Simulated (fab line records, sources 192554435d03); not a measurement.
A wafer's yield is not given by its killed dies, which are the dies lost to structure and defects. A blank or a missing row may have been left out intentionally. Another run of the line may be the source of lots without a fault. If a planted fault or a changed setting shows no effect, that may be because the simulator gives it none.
fab line records	flow n5-finfet
record: lots: 7	wafers: 21
route steps=1938 shown ZERO_LAYER@9 PMOS_HMC_CHANNEL_EPI@63 FIN_SAQP@108 FIN_CUT@160 SPACER0@259
start-h: hours from the record's first day to the start of the lot's first wafer shown	wait-h: hours since the lot's step before	" the same as in the row above	L1.1+2: one row covering several wafers at once	- no value present, or no start provided	* or withheld: withheld	< > ~ a bound
route shown NAME@n: a module of which the file shows steps, and the number in the route of the first	usual: mean/standard deviation taken from wafers without a fault	same: alike in all rows	chamber/n: place in a boat	sites: each site's reading	_std_site: the standard deviation of these	_edge_site: mean of outer sites minus mean of inner sites	radius-mm: how far each site lies from the wafer's centre	mask NAME#n: copy n	behind: the tool/chamber that last shaped the wafer	hold: what put the lot on hold/how long, in hours/how the hold closed	device: transistor that didn't switch, given as n, p or np	end of line: the tests these same wafers got at the end of their route	a step given without rows: its recipe and nothing more	killed: count of dies lost to structure and defects at first sort (not the wafer's yield)	map: dies across one wafer; x = killed, . = not, _ = none there
set.NAME: the run value of the setting; set.NAME@STEP: its run value at that earlier step	model.NAME: the simulator's own value behind a step, which no gauge read
lots run with intentionally changed settings; tables by step, rows by wafer
== steps ==
step: N5_ZERO_LAYER_EXPOSE_08
recipe: mask-id: ZERO	na: 0.55	source-shape: conventional	sigma-outer: 0.8	polarization: unpolarized	defocus-nm: 0	target-cd-nm: 2000	dose-mj: 16.2
lot.wafer	tool	chamber	start-h	wait-h	mask	set.dose-mj
L075.1+5	krf-scanner-01	0	18.47	-	ZERO#0	16.2
L075.6	"	0	"	"	ZERO#0	15.33
L083.2+5	krf-scanner-02	0	66.60	-	ZERO#0	16.2
L083.6	"	0	"	"	ZERO#0	17.1
L086.2	krf-scanner-01	0	84.60	-	ZERO#0	16.2
L086.3+4	"	0	"	"	ZERO#0	15.36
L087.1+4+6	krf-scanner-01	0	90.48	-	ZERO#0	16.54
L090.1+4	krf-scanner-01	0	108.61	-	ZERO#0	16.2
L090.5	"	0	"	"	ZERO#0	17.05
L091.2+4+6	krf-scanner-02	0	114.61	-	ZERO#0	16.2
L095.1+3	krf-scanner-02	0	138.49	-	ZERO#0	16.2
L095.2	"	0	"	"	ZERO#0	16.94
step: N5_ZERO_LAYER_DEVELOP_10
recipe: develop-time-s: 60	rinse-liquid: diw	dry: air-spin	dev-temp-c: 21
lot.wafer	tool	chamber	start-h	wait-h	set.develop-time-s
L075.1+5+6	litho-track-04	0	-	-	60
L083.2+6	litho-track-05	0	-	-	66.17
L083.5	"	0	"	"	60
L086.2+3+4	litho-track-01	0	-	-	60
L087.1	litho-track-05	0	-	-	60
L087.4+6	"	0	"	"	46.79
L090.1+5	litho-track-05	0	-	-	53.48
L090.4	"	0	"	"	60
L091.2+4+6	litho-track-05	0	-	-	60
L095.1+2+3	litho-track-04	0	-	-	60
step: N5_ZERO_LAYER_HARDBAKE_23
recipe: temp-c: 130	time-s: 120
step: N5_ZERO_LAYER_CD_MEAS_11
recipe: target-cd-nm: 2000	landing-energy-ev: 500	detector: se-inlens
usual: cd-nm: 2000.0/1.5
lot.wafer	tool	chamber	start-h	wait-h	set.dose-mj@ZERO_LAYER_EXPOSE_08	cd-nm
L075.1	cd-sem-01	0	18.64	-	16.2	2001.1
L075.5	"	0	"	"	16.2	2000.4
L075.6	"	0	"	"	15.33	1991.9
L083.2	cd-sem-01	0	66.77	-	16.2	2003.4
L083.5	"	0	"	"	16.2	1999.7
L083.6	"	0	"	"	17.1	2012.9
L086.2	cd-sem-02	0	84.77	-	16.2	2000.8
L086.3	"	0	"	"	15.36	1991.4
L086.4	"	0	"	"	15.36	1990.1
L087.1	cd-sem-02	0	90.65	-	16.54	2003.9
L087.4	"	0	"	"	16.54	1997.8
L087.6	"	0	"	"	16.54	1996.9
L090.1	cd-sem-02	0	108.79	-	16.2	1996.6
L090.4	"	0	"	"	16.2	1998.6
L090.5	"	0	"	"	17.05	2005.8
L091.2	cd-sem-03	0	114.78	-	16.2	1998.3
L091.4	"	0	"	"	16.2	1999.5
L091.6	"	0	"	"	16.2	2002.6
L095.1	cd-sem-03	0	138.66	-	16.2	1998.7
L095.2	"	0	"	"	16.94	2008.8
L095.3	"	0	"	"	16.2	2002.5
step: N5_ZERO_LAYER_DESCUM_16
recipe: chemistry: O2	time-s: 7.9	source-power-w: 50	bias-power-w: 20	pressure-mtorr: 20	rf-frequency-hz: 2.712e+07	temp-c: 40	o2-flow-sccm: 225
lot.wafer	tool	chamber	start-h	wait-h	set.dose-mj@ZERO_LAYER_EXPOSE_08	set.develop-time-s@ZERO_LAYER_DEVELOP_10	model.ZERO_LAYER.cd-nm
L075.1	rie-diel-05	2	18.68	0.0	16.2	60	2001
L075.5	"	3	"	"	16.2	60	-
L075.6	"	2	"	"	15.33	60	1992
L083.2	rie-diel-06	2	67.30	0.5	16.2	66.17	2004
L083.5	"	3	"	"	16.2	60	2000
L083.6	"	0	"	"	17.1	66.17	2013
L086.2	rie-diel-05	0	84.86	0.1	16.2	60	2001
L086.3	"	1	"	"	15.36	60	1992
L086.4	"	2	"	"	15.36	60	1990
L087.1	rie-diel-06	2	90.69	0.0	16.54	60	2004
L087.4	"	0	"	"	16.54	46.79	1998
L087.6	"	0	"	"	16.54	46.79	1997
L090.1	rie-diel-03	3	108.83	0.0	16.2	53.48	1997
L090.4	"	1	"	"	16.2	60	1999
L090.5	"	0	"	"	17.05	53.48	2006
L091.2	rie-diel-03	3	114.82	0.0	16.2	60	1998
L091.4	"	1	"	"	16.2	60	2000
L091.6	"	2	"	"	16.2	60	-
L095.1	rie-diel-05	1	138.70	0.0	16.2	60	1998
L095.2	"	0	"	"	16.94	60	2009
L095.3	"	2	"	"	16.2	60	2003
step: N5_PMOS_HMC_CHANNEL_EPI_PEB_07
recipe: peb-temp-c: 110	peb-time-s: 60	resist: CAR-ArF-block
lot.wafer	tool	chamber	start-h	wait-h	set.peb-temp-c
L075.1+5+6	litho-track-01	0	23.76	0.1	110
L083.2	litho-track-04	0	72.26	0.0	110
L083.5+6	"	0	"	"	111.6
L086.2+4	litho-track-03	0	89.37	0.0	110
L086.3	"	0	"	"	111.7
L087.1+6	litho-track-01	0	95.71	0.1	112.7
L087.4	"	0	"	"	110
L090.1+4+5	litho-track-04	0	113.23	0.1	110
L091.2+4+6	litho-track-04	0	119.29	0.0	110
L095.1+3	litho-track-01	0	143.31	0.1	108.4
L095.2	"	0	"	"	110
step: N5_PMOS_HMC_CHANNEL_EPI_DEVELOP_08
recipe: develop-time-s: 30	developer: TMAH	resist: CAR-ArF-block	dev-temp-c: 23	rinse-liquid: diw	dry: air-spin
step: N5_PMOS_HMC_CHANNEL_EPI_CD_MEAS_09
recipe: target-cd-nm: 237.4	landing-energy-ev: 500	detector: se-inlens
usual: cd-nm: 237.9/0.86
lot.wafer	tool	chamber	start-h	wait-h	set.peb-temp-c@PMOS_HMC_CHANNEL_EPI_PEB_07	cd-nm
L075.1	cd-sem-01	0	23.83	-	110	238.5
L075.5	"	0	"	"	110	238.3
L075.6	"	0	"	"	110	239.2
L083.2	cd-sem-02	0	72.33	-	110	238.1
L083.5	"	0	"	"	111.6	241.9
L083.6	"	0	"	"	111.6	243.0
L086.2	cd-sem-03	0	89.44	-	110	237.2
L086.3	"	0	"	"	111.7	242.3
L086.4	"	0	"	"	110	237.3
L087.1	cd-sem-02	0	95.77	-	112.7	245.8
L087.4	"	0	"	"	110	237.8
L087.6	"	0	"	"	112.7	245.4
L090.1	cd-sem-01	0	113.30	-	110	238.2
L090.4	"	0	"	"	110	238.6
L090.5	"	0	"	"	110	238.7
L091.2	cd-sem-02	0	119.35	-	110	239.1
L091.4	"	0	"	"	110	238.8
L091.6	"	0	"	"	110	237.1
L095.1	cd-sem-01	0	143.38	-	108.4	234.5
L095.2	"	0	"	"	110	238.2
L095.3	"	0	"	"	108.4	233.8
step: N5_PMOS_HMC_CHANNEL_EPI_DESCUM_14
recipe: chemistry: O2	time-s: 7.9	source-power-w: 50	bias-power-w: 20	pressure-mtorr: 20	rf-frequency-hz: 2.712e+07	temp-c: 40	resist: CAR-ArF-block	o2-flow-sccm: 225
lot.wafer	tool	chamber	start-h	wait-h	set.peb-temp-c@PMOS_HMC_CHANNEL_EPI_PEB_07	model.PMOS_HMC_CHANNEL_EPI.cd-nm
L075.1	rie-diel-03	3	24.11	0.2	110	238.5
L075.5	"	2	"	"	110	238.4
L075.6	"	3	"	"	110	239.3
L083.2	rie-diel-05	0	72.41	0.0	110	237.9
L083.5	"	3	"	"	111.6	242
L083.6	"	2	"	"	111.6	242.7
L086.2	rie-diel-03	0	89.92	0.4	110	237.1
L086.3	"	1	"	"	111.7	242.6
L086.4	"	3	"	"	110	237.3
L087.1	rie-diel-03	1	95.86	0.0	112.7	245.9
L087.4	"	0	"	"	110	238
L087.6	"	2	"	"	112.7	245.3
L090.1	rie-diel-06	1	113.38	0.0	110	237.9
L090.4	"	3	"	"	110	238.8
L090.5	"	0	"	"	110	238.5
L091.2	rie-diel-06	0	119.44	0.0	110	239
L091.4	"	2	"	"	110	238.6
L091.6	"	1	"	"	110	236.9
L095.1	rie-diel-05	2	143.79	0.4	108.4	234.6
L095.2	"	0	"	"	110	238.3
L095.3	"	3	"	"	108.4	233.8
step: N5_PMOS_HMC_CHANNEL_EPI_ETCH_32
recipe: chemistry: N2/H2	target: BARC	stop-on: SiO2	target-depth-a: 858	over-etch-frac: 0.3	time-s: 50.3	ion-energy-ev: 200	mask-material: CAR-ArF-block	pressure-mtorr: 30	source-w: 840	bias-w: 150	n2-flow-sccm: 200	h2-flow-sccm: 200
usual: rf-vpp-V: 524.0/1.8
lot.wafer	tool	chamber	start-h	wait-h	set.bias-w	set.peb-temp-c@PMOS_HMC_CHANNEL_EPI_PEB_07	rf-vpp-V	model.PMOS_HMC_CHANNEL_EPI.cd-nm
L075.1	rie-diel-03	3	24.15	0.0	150	110	525.4	241.8
L075.5	"	2	"	"	150	110	525.7	241.7
L075.6	"	3	"	"	150	110	524.6	242.6
L083.2	rie-diel-05	0	72.45	0.0	150	110	522.9	240.7
L083.5	"	3	"	"	163.1	111.6	552.9	244.9
L083.6	"	2	"	"	150	111.6	525.5	245.6
L086.2	rie-diel-03	0	89.96	0.0	160.9	110	547.2	239.5
L086.3	"	1	"	"	150	111.7	526.3	245.1
L086.4	"	3	"	"	160.9	110	548.4	239.6
L087.1	rie-diel-03	1	95.90	0.0	150	112.7	523.3	248.6
L087.4	"	0	"	"	150	110	522.3	240.2
L087.6	"	2	"	"	150	112.7	526.8	247.2
L090.1	rie-diel-06	1	113.42	0.0	164.5	110	551.2	240.3
L090.4	"	3	"	"	150	110	523.4	242.1
L090.5	"	0	"	"	150	110	523.2	241.4
L091.2	rie-diel-06	0	119.48	0.0	150	110	521.9	241.6
L091.4	"	2	"	"	150	110	525.2	241.6
L091.6	"	1	"	"	150	110	520.3	239.3
L095.1	rie-diel-05	2	143.83	0.0	150	108.4	526.6	237.6
L095.2	"	0	"	"	125.8	110	468.2	240.9
L095.3	"	3	"	"	125.8	108.4	469.4	235.9
step: N5_FIN_SAQP_EXPOSE_13
recipe: mask-id: FIN_CORE	na: 1.35	source-shape: dipole	sigma-inner: 0.538	sigma-outer: 0.738	polarization: te	target-cd-nm: 35.6	dose-mj: 63.25
lot.wafer	tool	chamber	start-h	wait-h	mask	set.dose-mj
L075.1+5	arfi-scanner-02	0	28.18	-	FIN_CORE#0	65.47
L075.6	"	0	"	"	FIN_CORE#0	63.25
L083.2+5+6	arfi-scanner-03	0	76.46	-	FIN_CORE#0	63.25
L086.2+3	arfi-scanner-01	0	94.95	-	FIN_CORE#0	63.25
L086.4	"	0	"	"	FIN_CORE#0	67.93
L087.1+6	arfi-scanner-01	0	100.20	-	FIN_CORE#0	63.25
L087.4	"	0	"	"	FIN_CORE#0	61.37
L090.1+5	arfi-scanner-01	0	117.44	-	FIN_CORE#0	61.09
L090.4	"	0	"	"	FIN_CORE#0	63.25
L091.2+4+6	arfi-scanner-03	0	123.90	-	FIN_CORE#0	63.25
L095.1+2+3	arfi-scanner-03	0	148.10	-	FIN_CORE#0	63.25
step: N5_FIN_SAQP_PEB_14
recipe: peb-temp-c: withheld	peb-time-s: 60	resist: CAR-ArF
step: N5_FIN_SAQP_DEVELOP_15
recipe: develop-time-s: 30	developer: TMAH	resist: CAR-ArF	dev-temp-c: 23	rinse-liquid: diw	dry: air-spin
step: N5_FIN_SAQP_CD_MEAS_16
recipe: target-cd-nm: 35.6	landing-energy-ev: 500	detector: se-inlens
usual: cd-nm: 35.5/0.32
lot.wafer	tool	chamber	start-h	wait-h	set.dose-mj@FIN_SAQP_EXPOSE_13	cd-nm
L075.1	cd-sem-01	0	28.30	-	65.47	34.3
L075.5	"	0	"	"	65.47	34.0
L075.6	"	0	"	"	63.25	35.2
L083.2	cd-sem-02	0	76.59	-	63.25	35.5
L083.5	"	0	"	"	63.25	35.3
L083.6	"	0	"	"	63.25	35.3
L086.2	cd-sem-01	0	95.08	-	63.25	35.8
L086.3	"	0	"	"	63.25	35.6
L086.4	"	0	"	"	67.93	33.5
L087.1	cd-sem-01	0	100.32	-	63.25	35.4
L087.4	"	0	"	"	61.37	36.6
L087.6	"	0	"	"	63.25	35.8
L090.1	cd-sem-01	0	117.57	-	61.09	36.1
L090.4	"	0	"	"	63.25	35.4
L090.5	"	0	"	"	61.09	36.4
L091.2	cd-sem-02	0	124.02	-	63.25	35.2
L091.4	"	0	"	"	63.25	35.0
L091.6	"	0	"	"	63.25	35.1
L095.1	cd-sem-03	0	148.23	-	63.25	35.8
L095.2	"	0	"	"	63.25	35.6
L095.3	"	0	"	"	63.25	35.2
step: N5_FIN_CUT_EXPOSE_05
recipe: mask-id: FIN_CUT	na: 0.33	source-shape: annular	sigma-inner: 0.35	sigma-outer: 0.8	polarization: unpolarized	dose-mj: 45.75
lot.wafer	tool	chamber	start-h	wait-h	mask	set.dose-mj
L075.1+5+6	euv-scanner-02	0	33.29	-	FIN_CUT#0	45.75
L083.2+5+6	euv-scanner-02	0	81.22	-	FIN_CUT#0	48.22
L086.2+4	euv-scanner-01	0	100.47	-	FIN_CUT#0	48.25
L086.3	"	0	"	"	FIN_CUT#0	45.75
L087.1	euv-scanner-02	0	104.88	-	FIN_CUT#0	45.75
L087.4+6	"	0	"	"	FIN_CUT#0	48.44
L090.1	euv-scanner-01	0	122.92	-	FIN_CUT#0	43.02
L090.4+5	"	0	"	"	FIN_CUT#0	45.75
L091.2+4+6	euv-scanner-01	0	129.18	-	FIN_CUT#0	45.75
L095.1+2+3	euv-scanner-02	0	154.51	-	FIN_CUT#0	45.75
step: N5_FIN_CUT_PEB_06
recipe: peb-temp-c: 100	peb-time-s: 60	resist: CAR-EUV
step: N5_FIN_CUT_DEVELOP_07
recipe: develop-time-s: 30	developer: TMAH	resist: CAR-EUV	rinse-liquid: surfactant-rinse	dry: air-spin	dev-temp-c: 23
step: N5_FIN_CUT_CD_MEAS_08
recipe: target-cd-nm: 29.1	landing-energy-ev: 500	detector: se-inlens	polarity: opening
usual: cd-nm: 29.11/0.21
lot.wafer	tool	chamber	start-h	wait-h	set.dose-mj@FIN_CUT_EXPOSE_05	cd-nm
L075.1	cd-sem-02	0	33.42	-	45.75	29.26
L075.5	"	0	"	"	45.75	29.05
L075.6	"	0	"	"	45.75	28.99
L083.2	cd-sem-01	0	81.35	-	48.22	30.27
L083.5	"	0	"	"	48.22	29.71
L083.6	"	0	"	"	48.22	29.98
L086.2	cd-sem-03	0	100.60	-	48.25	30.12
L086.3	"	0	"	"	45.75	28.95
L086.4	"	0	"	"	48.25	29.85
L087.1	cd-sem-03	0	105.02	-	45.75	29.20
L087.4	"	0	"	"	48.44	29.92
L087.6	"	0	"	"	48.44	30.24
L090.1	cd-sem-03	0	123.05	-	43.02	27.71
L090.4	"	0	"	"	45.75	28.93
L090.5	"	0	"	"	45.75	28.94
L091.2	cd-sem-03	0	129.30	-	45.75	29.09
L091.4	"	0	"	"	45.75	29.37
L091.6	"	0	"	"	45.75	29.27
L095.1	cd-sem-01	0	154.64	-	45.75	29.26
L095.2	"	0	"	"	45.75	28.89
L095.3	"	0	"	"	45.75	29.19
step: N5_FIN_CUT_DESCUM_13
recipe: chemistry: O2	time-s: 7	source-power-w: 50	bias-power-w: 20	pressure-mtorr: 20	rf-frequency-hz: 2.712e+07	temp-c: 40	resist: CAR-EUV	o2-flow-sccm: 225
step: N5_FIN_CUT_ETCH_30
recipe: chemistry: N2/H2	target: underlayer	target-depth-a: 130	mask-material: CAR-EUV	time-s: 10.4	ion-energy-ev: 200	pressure-mtorr: 30	source-w: 840	bias-w: 150	n2-flow-sccm: 200	h2-flow-sccm: 200	ends: cleared
lot.wafer	tool	chamber	start-h	wait-h	set.dose-mj@FIN_CUT_EXPOSE_05	model.FIN_CUT.cd-offset-nm
L075.1+5+6	rie-diel-05	1,1,2	33.59	0.0	45.75	0
L083.2+5	rie-diel-03	1,0	81.51	0.0	48.22	1
L083.6	"	3	"	"	48.22	0.8
L086.2	rie-diel-05	1	100.76	0.0	48.25	0.8
L086.3	"	2	"	"	45.75	0
L086.4	"	3	"	"	48.25	1
L087.1	rie-diel-03	2	105.18	0.0	45.75	0
L087.4	"	3	"	"	48.44	0.8
L087.6	"	1	"	"	48.44	1
L090.1	rie-diel-06	3	123.21	0.0	43.02	-1.2
L090.4+5	"	2,3	"	"	45.75	0
L091.2+4+6	rie-diel-05	0,2,0	129.46	0.0	45.75	-0.2
L095.1	rie-diel-03	2	154.80	0.0	45.75	0
L095.2	"	0	"	"	45.75	-0.2
L095.3	"	1	"	"	45.75	0.2
step: N5_FIN_CUT_ETCH_20
recipe: chemistry: CF4	target: SiARC	target-depth-a: 260	mask-material: CAR-EUV	time-s: 43.3	ion-energy-ev: 80	pressure-mtorr: 40	source-w: 545	bias-w: 36	Ar_flow_sccm: 100	cf4-flow-sccm: 100	ends: cleared
lot.wafer	tool	chamber	start-h	wait-h	set.dose-mj@FIN_CUT_EXPOSE_05	model.FIN_CUT.cd-offset-nm
L075.1+5+6	rie-diel-05	1,1,2	33.61	0.0	45.75	0
L083.2+5	rie-diel-03	1,0	81.53	0.0	48.22	1
L083.6	"	3	"	"	48.22	0.8
L086.2	rie-diel-05	1	100.78	0.0	48.25	0.8
L086.3	"	2	"	"	45.75	0
L086.4	"	3	"	"	48.25	1
L087.1	rie-diel-03	2	105.19	0.0	45.75	0
L087.4	"	3	"	"	48.44	0.8
L087.6	"	1	"	"	48.44	1
L090.1	rie-diel-06	3	123.23	0.0	43.02	-1.4
L090.4	"	2	"	"	45.75	0
L090.5	"	3	"	"	45.75	-0.2
L091.2+4+6	rie-diel-05	0,2,0	129.48	0.0	45.75	0
L095.1+2	rie-diel-03	2,0	154.82	0.0	45.75	-0.2
L095.3	"	1	"	"	45.75	0
step: N5_SPACER0_ALD_00
recipe: material: SiOCN	target-thk-a: 35	temp-c: 400	ald-precursor-family: alkyl-aminosilane	ald-co-reactant: O2/N2-plasma	pulse-time-s: 3	purge-time-s: 2	co-reactant-purge-time-s: 2	ald-cycles: 58	pressure-torr: 2
lot.wafer	tool	chamber	start-h	wait-h	set.ald-cycles	model.SiOCN_of_SPACER0_ALD_00.thk-nm
L075.1+6	ald-sin-03	2,1	58.65	0.1	58	3.4
L075.5	"	0	"	"	65	4
L083.2+5+6	ald-sin-03	0,3,2	102.37	0.1	58	3.4
L086.2	ald-sin-01	1	125.29	0.1	62	3.8
L086.3	"	2	"	"	58	3.6
L086.4	"	0	"	"	58	3.4
L087.1+6	ald-sin-01	0,1	128.83	0.1	58	3.6
L087.4	"	1	"	"	58	3.4
L090.1+5	ald-sin-04	1,3	144.50	0.1	65	4
L090.4	"	2	"	"	58	3.6
L091.2+4	ald-sin-04	0,3	150.13	0.1	58	3.4
L091.6	"	0	"	"	58	3.6
L095.1	ald-sin-04	0	175.00	0.1	50	3
L095.2+3	"	3,1	"	"	58	3.4
== key ==
split: step: N5_ZERO_LAYER_EXPOSE_08	setting: dose-mj	stated: 16.2	by: wafer
response: step: N5_ZERO_LAYER_CD_MEAS_11	reading: cd-nm	change: +1.8	per: 1%	r: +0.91
response: step: N5_ZERO_LAYER_DESCUM_16	reading: model.ZERO_LAYER.cd-nm	change: +1.8	per: 1%	r: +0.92
split: step: N5_ZERO_LAYER_DEVELOP_10	setting: develop-time-s	stated: 60	by: wafer
response: step: N5_ZERO_LAYER_DESCUM_16	reading: model.ZERO_LAYER.cd-nm	slope: +0.279	per: 1%	together-with: dose-mj@ZERO_LAYER_EXPOSE_08	explained: 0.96
split: step: N5_PMOS_HMC_CHANNEL_EPI_PEB_07	setting: peb-temp-c	stated: 110	by: wafer
response: step: N5_PMOS_HMC_CHANNEL_EPI_CD_MEAS_09	reading: cd-nm	change: +3.09	per: 1%	r: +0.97
response: step: N5_PMOS_HMC_CHANNEL_EPI_DESCUM_14	reading: model.PMOS_HMC_CHANNEL_EPI.cd-nm	change: +3.11	per: 1%	r: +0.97
response: step: N5_PMOS_HMC_CHANNEL_EPI_ETCH_32	reading: model.PMOS_HMC_CHANNEL_EPI.cd-nm	change: +3.18	per: 1%	r: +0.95
split: step: N5_PMOS_HMC_CHANNEL_EPI_ETCH_32	setting: bias-w	stated: 150	by: wafer
response: step: N5_PMOS_HMC_CHANNEL_EPI_ETCH_32	reading: rf-vpp-V	change: +3.33	per: 1%	r: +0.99
split: step: N5_FIN_SAQP_EXPOSE_13	setting: dose-mj	stated: 63.25	by: wafer
response: step: N5_FIN_SAQP_CD_MEAS_16	reading: cd-nm	change: -0.297	per: 1%	r: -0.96
split: step: N5_FIN_CUT_EXPOSE_05	setting: dose-mj	stated: 45.75	by: wafer
response: step: N5_FIN_CUT_CD_MEAS_08	reading: cd-nm	change: +0.182	per: 1%	r: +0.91
response: step: N5_FIN_CUT_ETCH_30	reading: model.FIN_CUT.cd-offset-nm	change: +0.174	per: 1%	r: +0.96
response: step: N5_FIN_CUT_ETCH_20	reading: model.FIN_CUT.cd-offset-nm	change: +0.18	per: 1%	r: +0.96
split: step: N5_SPACER0_ALD_00	setting: ald-cycles	stated: 58	by: wafer
response: step: N5_SPACER0_ALD_00	reading: model.SiOCN_of_SPACER0_ALD_00.thk-nm	change: +0.0371	per: 1%	r: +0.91
